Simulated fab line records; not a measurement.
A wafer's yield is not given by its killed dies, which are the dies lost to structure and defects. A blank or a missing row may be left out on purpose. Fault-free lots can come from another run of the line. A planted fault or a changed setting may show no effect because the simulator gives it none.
Which of the tools did it? | flow n5 finfet | 9 lots, 27 wafers sampled, at 6 steps of a route of 1938

## WHAT THE GAUGES READ, wafer by wafer
N5_WELL_APT_OVL_MEAS_09. Usual: NWELL_OVL gives -1 nm (standard deviation 5.8).
lot  | measured    | on         | NWELL_OVL (nm) | flag
L836 | day 1 13:43 | overlay-01 | -9 -9 0        |
L839 | day 2 07:35 | overlay-01 | 3 3 3          |
L844 | day 3 13:51 | overlay-02 | -20 -10 -10    |
L846 | day 4 01:50 | overlay-01 | 8 -1 3         |
L847 | day 4 07:44 | overlay-01 | 12 1 -2        |
L849 | day 4 19:52 | overlay-01 | -3 4 2         |
L852 | day 5 13:55 | overlay-01 | -5 4 -4        |
L855 | day 6 07:50 | overlay-02 | -5 -2 -6       |
L856 | day 6 13:48 | overlay-02 | -9 -7 -7       |

N5_WELL_APT_OVL_MEAS_26. Usual: PWELL_OVL gives 0 nm (standard deviation 6.2).
lot  | measured    | on         | PWELL_OVL (nm) | flag
L836 | day 1 14:58 | overlay-01 | -10 -10 -10    |
L839 | day 2 08:50 | overlay-01 | -5 6 -8        |
L844 | day 3 14:59 | overlay-01 | 1 -2 9         |
L846 | day 4 02:58 | overlay-02 | 40 42 34       | OFF
L847 | day 4 08:52 | overlay-02 | 32 38 44       | OFF
L849 | day 4 21:07 | overlay-02 | -6 1 3         |
L852 | day 5 15:15 | overlay-01 | 0 -6 -4        |
L855 | day 6 09:06 | overlay-02 | -11 -15 -10    |
L856 | day 6 14:56 | overlay-01 | 9 2 5          |

N5_BEOL_M4_RC_MEAS_101. Usual: DIBL_N 36.5 mV/V, standard deviation 1.2; DIBL_P 36.5 mV/V, standard deviation 1.6; IOFF_N 0.162 nA/um, standard deviation 0.023; IOFF_P 0.221 nA/um, standard deviation 0.03; ION_N 678 uA/um, standard deviation 8; ION_P 466 uA/um, standard deviation 6.3; SS_N 71.6 mV/dec, standard deviation 0.46; SS_P 73.3 mV/dec, standard deviation 0.57; VT_N 249.2 mV, standard deviation 2.6; VT_P -249 mV, standard deviation 3.3.
lot  | measured     | on        | DIBL_N (mV/V)  | DIBL_P (mV/V)  | IOFF_N (nA/um)    | IOFF_P (nA/um)    | ION_N (uA/um) | ION_P (uA/um) | SS_N (mV/dec)  | SS_P (mV/dec)  | VT_N (mV)         | VT_P (mV)      | flag
L836 | day 8 15:49  | prober-02 | 38.6 36.6 37.1 | 36.2 34.8 34.5 | 0.178 0.144 0.149 | 0.225 0.207 0.197 | 683 665 679   | 463 460 463   | 71.8 71.2 72.2 | 73.7 73.2 72.9 | 247.0 249.8 249.5 | -252 -250 -252 |
L839 | day 10 19:10 | prober-02 | 34.9 35.4 36.6 | 33.9 32.9 34.1 | 0.131 0.129 0.145 | 0.212 0.198 0.216 | 674 664 668   | 468 456 469   | 71.7 71.5 72.1 | 72.4 72.3 72.4 | 250.3 253.1 250.4 | -247 -251 -247 |
L844 | day 11 17:20 | prober-02 | 35.8 35.8 35.5 | 36.0 36.5 35.2 | 0.152 0.151 0.148 | 0.205 0.210 0.194 | 680 669 682   | 465 458 464   | 71.8 71.4 71.0 | 73.0 73.1 73.2 | 252.3 249.7 250.3 | -252 -250 -252 |
L846 | day 12 02:00 | prober-01 | 34.8 38.3 37.4 | 35.7 39.0 37.6 | 0.142 0.199 0.173 | 0.203 0.261 0.230 | 668 684 665   | 463 465 458   | 71.2 72.4 72.0 | 72.7 74.4 73.6 | 250.4 245.0 249.0 | -250 -247 -251 |
L847 | day 12 23:46 | prober-02 | 35.7 36.7 36.8 | 35.1 35.9 36.9 | 0.158 0.175 0.188 | 0.179 0.192 0.210 | 681 680 689   | 454 455 463   | 71.3 71.9 72.1 | 73.0 73.6 73.7 | 252.5 246.2 249.9 | -254 -254 -250 |
L849 | day 13 02:37 | prober-01 | 36.6 36.0 37.1 | 36.6 36.7 37.6 | 0.161 0.152 0.177 | 0.226 0.232 0.246 | 682 670 686   | 467 466 471   | 71.9 71.6 71.3 | 73.1 73.4 72.5 | 251.7 251.2 247.3 | -247 -251 -246 |
L852 | day 14 08:17 | prober-02 | 35.0 35.2 36.1 | 36.7 35.8 37.5 | 0.145 0.135 0.160 | 0.218 0.209 0.250 | 684 681 686   | 475 474 481   | 71.1 71.5 71.6 | 73.9 73.2 73.1 | 249.7 251.7 249.6 | -248 -251 -246 |
L855 | day 14 12:09 | prober-02 | 38.8 36.4 38.4 | 39.4 36.0 38.4 | 0.225 0.173 0.204 | 0.302 0.244 0.288 | 700 682 687   | 475 471 479   | 72.1 71.6 71.8 | 74.0 72.6 74.0 | 243.9 246.0 246.0 | -244 -245 -244 |
L856 | day 16 04:32 | prober-01 | 38.0 37.1 36.0 | 36.7 35.6 34.9 | 0.167 0.155 0.138 | 0.214 0.203 0.189 | 674 677 672   | 462 465 464   | 72.0 71.5 71.7 | 74.3 72.9 73.1 | 246.7 248.8 250.6 | -249 -250 -249 |

## WHICH TOOL RAN EACH LOT (tool, then ch and the chambers of the sampled wafers, then the start)
lot  | N5_ZERO_LAYER_DESCUM_16           | N5_WELL_APT_EXPOSE_22            | N5_PMOS_HMC_CHANNEL_EPI_FIN_RECESS_16
L836 | rie diel-05 ch 1,2, day 1 12:49   | krf scanner-02 ch 0, day 1 14:46 | rie si-05 ch 0,3, day 1 19:16
L839 | rie diel-05 ch 0,2,3, day 2 06:41 | krf scanner-02 ch 0, day 2 08:38 | rie si-03 ch 0,1, day 2 11:33
L844 | rie diel-02 ch 0,1,2, day 3 12:55 | krf scanner-01 ch 0, day 3 14:47 | rie si-05 ch 0,1,2, day 3 17:34
L846 | rie diel-05 ch 1,2,3, day 4 00:47 | krf scanner-02 ch 0, day 4 02:46 | rie si-06 ch 0,2,3, day 4 05:47
L847 | rie diel-03 ch 0,2, day 4 06:50   | krf scanner-02 ch 0, day 4 08:40 | rie si-05 ch 1,2,3, day 4 11:48
L849 | rie diel-02 ch 2,3, day 4 18:50   | krf scanner-01 ch 0, day 4 20:55 | rie si-03 ch 1,3, day 4 23:51
L852 | rie diel-03 ch 2,3, day 5 12:53   | krf scanner-01 ch 0, day 5 15:03 | rie si-03 ch 0,2, day 5 17:57
L855 | rie diel-03 ch 0,1, day 6 06:49   | krf scanner-01 ch 0, day 6 08:54 | rie si-06 ch 0,2, day 6 12:01
L856 | rie diel-03 ch 0,3, day 6 12:54   | krf scanner-01 ch 0, day 6 14:44 | rie si-03 ch 1,2,3, day 6 17:38
- N5_ZERO_LAYER_DESCUM_16: chemistry O2, time 7.9 s.
- N5_WELL_APT_EXPOSE_22: exposes mask PWELL, defocus 0 nm, target cd 200 nm.
- N5_PMOS_HMC_CHANNEL_EPI_FIN_RECESS_16: chemistry HBr/Cl2, target Si, target depth 54 nm, time 18 s.

## WHAT THE TOOLS THEMSELVES READ (means of the sampled wafers that have a number; where no wafer has one, the mark that the record gives instead)
N5_ZERO_LAYER_DESCUM_16. Usual: drypump motor current A 5.8 A, standard deviation 0.4; oes product au 0.77 a.u., standard deviation 0.081; rf fwd power W 49.47 W, standard deviation 0.19; rf vpp V 243.3 V, standard deviation 1.4; showerhead plenum p Torr 2.10 Torr, standard deviation 0.06; throttle valve pct 20.50 %, standard deviation 0.19.
lot  | tool        | drypump motor current A (A) | oes product au (a.u.) | rf fwd power W (W) | rf vpp V (V) | showerhead plenum p Torr (Torr) | throttle valve pct (%) | flag
L836 | rie diel-05 | 5.7                         | 0.69                  | 49.38              | 243.3        | 2.12                            | 20.52                  |
L839 | rie diel-05 | 6.1                         | 0.74                  | 49.37              | 243.7        | 2.08                            | 20.53                  |
L844 | rie diel-02 | 5.5                         | 0.80                  | 49.68              | 242.2        | 2.08                            | 20.60                  |
L846 | rie diel-05 | 6.0                         | 0.81                  | 49.34              | 243.6        | 2.10                            | 20.50                  |
L847 | rie diel-03 | 5.8                         | 0.81                  | 49.49              | 244.0        | 2.13                            | 20.39                  |
L849 | rie diel-02 | 6.0                         | 0.85                  | 49.46              | 241.8        | 2.04                            | 20.39                  |
L852 | rie diel-03 | 5.6                         | 0.72                  | 49.86              | 242.8        | 2.12                            | 20.54                  |
L855 | rie diel-03 | 5.9                         | 0.81                  | 49.58              | 244.8        | 2.16                            | 20.47                  |
L856 | rie diel-03 | 5.8                         | 0.80                  | 49.53              | 245.6        | 2.19                            | 20.43                  |

N5_WELL_APT_EXPOSE_22. Usual: reticle temp C 23.00 C, standard deviation 0.099.
lot  | tool           | reticle temp C (C) | flag
L836 | krf scanner-02 | 23.11              |
L839 | krf scanner-02 | 23.01              |
L844 | krf scanner-01 | 22.96              |
L846 | krf scanner-02 | 22.99              |
L847 | krf scanner-02 | 23.10              |
L849 | krf scanner-01 | 23.10              |
L852 | krf scanner-01 | 23.00              |
L855 | krf scanner-01 | 22.95              |
L856 | krf scanner-01 | 22.91              |

N5_PMOS_HMC_CHANNEL_EPI_FIN_RECESS_16. Usual: drypump motor current A 5.6 A, standard deviation 0.56; oes product au 1.007 a.u., standard deviation 0.018; rf fwd power W 794.8 W, standard deviation 2.8; throttle valve pct 35.5 %, standard deviation 0.31.
lot  | tool      | drypump motor current A (A) | oes product au (a.u.) | rf fwd power W (W) | throttle valve pct (%) | flag
L836 | rie si-05 | 6.0                         | 1.002                 | 795.4              | 35.7                   |
L839 | rie si-03 | 5.9                         | 1.020                 | 793.8              | 35.6                   |
L844 | rie si-05 | 5.3                         | 0.999                 | 794.6              | 35.6                   |
L846 | rie si-06 | 5.4                         | 0.998                 | 792.1              | 35.4                   |
L847 | rie si-05 | 5.4                         | 0.984                 | 791.9              | 35.6                   |
L849 | rie si-03 | 5.2                         | 1.022                 | 793.6              | 36.0                   |
L852 | rie si-03 | 6.2                         | 1.009                 | 797.2              | 35.2                   |
L855 | rie si-06 | 5.2                         | 1.001                 | 796.4              | 35.4                   |
L856 | rie si-03 | 5.9                         | 1.008                 | 797.9              | 35.6                   |

## THE ANSWER, worked out from the rows above alone
Rule: lot off if the mean of its wafers having a number is beyond 3 standard deviations from the usual mean. A lot without any number at a reading at which 4 lots or more have one is off too. Where the step has rows for the other lots, those lots are counted as sound. First the gauges in route order, then the tools' own readings, where a lot's mean is used as printed above. At the first step where some lot is off, the reading lying furthest off is the one used; lots without a number count as furthest.
Off: L846, L847, seen at N5_WELL_APT_OVL_MEAS_26 (PWELL_OVL).
A tool fits if, at a process step before that reading, it ran every lot that is off, and no sound lot after the first of them. Gauges at N5_WELL_APT_OVL_MEAS_26: tried the same way as those tools. One fits: N5_WELL_APT_EXPOSE_22 on krf scanner-02. Its last sound lot is L839 (day 2 08:38), its first lot that is off L846 (day 4 02:46): a fault that began between those two fits.

## WHAT THE SIMULATOR HAD INSERTED
Scanner matching overlay: krf scanner-02, from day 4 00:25 on, at N5_WELL_APT_EXPOSE_22. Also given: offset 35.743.
Lots struck among those shown: L846, L847. The rule above reached the same finding.
